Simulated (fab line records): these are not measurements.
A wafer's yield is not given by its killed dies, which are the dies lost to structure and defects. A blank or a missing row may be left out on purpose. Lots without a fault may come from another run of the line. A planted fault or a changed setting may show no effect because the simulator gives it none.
Problem report in the 8D (eight disciplines) form, filled by code	flow nand_harc	the parts of the form that need people (team, actions taken, sign-off) are left out

1. WHAT WENT WRONG
Wafers without a fault read 23.01 C, standard deviation 0.098; developer_temp_C at NHARC_A_CHANNEL_HOLE_D1_DEVELOP_09 reads a mean of 22.12 C on 6 wafers belonging to 2 lots. Measured from the usual mean, that is -9.1 standard deviations.
The step: develop time 35 s.
The first sign was on wafer L345.1 at day 16 02:00, on litho_track-06. The record holds 33 wafers of 11 lots with a number at this step. The rule behind "out" and "out of limits": a value lying over 4 standard deviations away from the usual mean. Any other wafer with a number is counted as sound.

2. WHAT IT IS, WHAT IT ISN'T
question	is	is not
which readings at this step	developer_temp_C	-
which lots	L345, L346	L326, L328, L329, L331, L335, L336, L338, L347, L348
which wafers of those lots	all that have a number	-
read on which tools	litho_track-06	litho_track-01, litho_track-04
when	from day 16 02:00	up to then (21 sound wafers); but 6 sound wafers of L347, L348 came after

3. WHAT RULES OUT EACH SUSPECT
Counting: a tool stays on the suspect list if, at a process step up to the reading, it processed all lots that are out and no sound lot following the first of them.
- litho_track-06 at NHARC_A_CHANNEL_HOLE_D1_DEVELOP_09 (develop time 35 s): kept. It processed each lot that is out, first L345 at day 16 02:00, and no sound lot thereafter; up to then, the last sound lot it processed was L331 at day 10 14:00. On those wafers its own readings are out: developer_temp_C.
The count leaves litho_track-06 at NHARC_A_CHANNEL_HOLE_D1_DEVELOP_09.

4. THE CAUSE (what the simulator had put in)
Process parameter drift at NHARC_A_CHANNEL_HOLE_D1_DEVELOP_09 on litho_track-06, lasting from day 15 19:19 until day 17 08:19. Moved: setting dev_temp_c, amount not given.
Counting left only this tool.

5. THE CHAIN OF EFFECTS, in route order
Each row: a reading whose mean over the struck wafers that have a number lies more than 3 standard deviations from the usual. Readings are gone through only where the record gives a usual standard deviation; hours: the median, over the lots, of the time from a lot's start at the first step in this table giving one to that lot's start at this step; sigmas: the change measured in usual standard deviations.
hours	step	reading	usual	on struck wafers	change	sigmas
0	NHARC_A_CHANNEL_HOLE_D1_DEVELOP_09	developer_temp_C	23.01 C	22.12	-0.89	-9.1
Process steps it contains:
- NHARC_A_CHANNEL_HOLE_D1_DEVELOP_09: develop time 35 s.

6. HOW IT WOULD HAVE BEEN CAUGHT EARLIER
In this record no reading fell out of limits until day 16 02:00, 7 hours after the fault had begun at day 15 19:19.
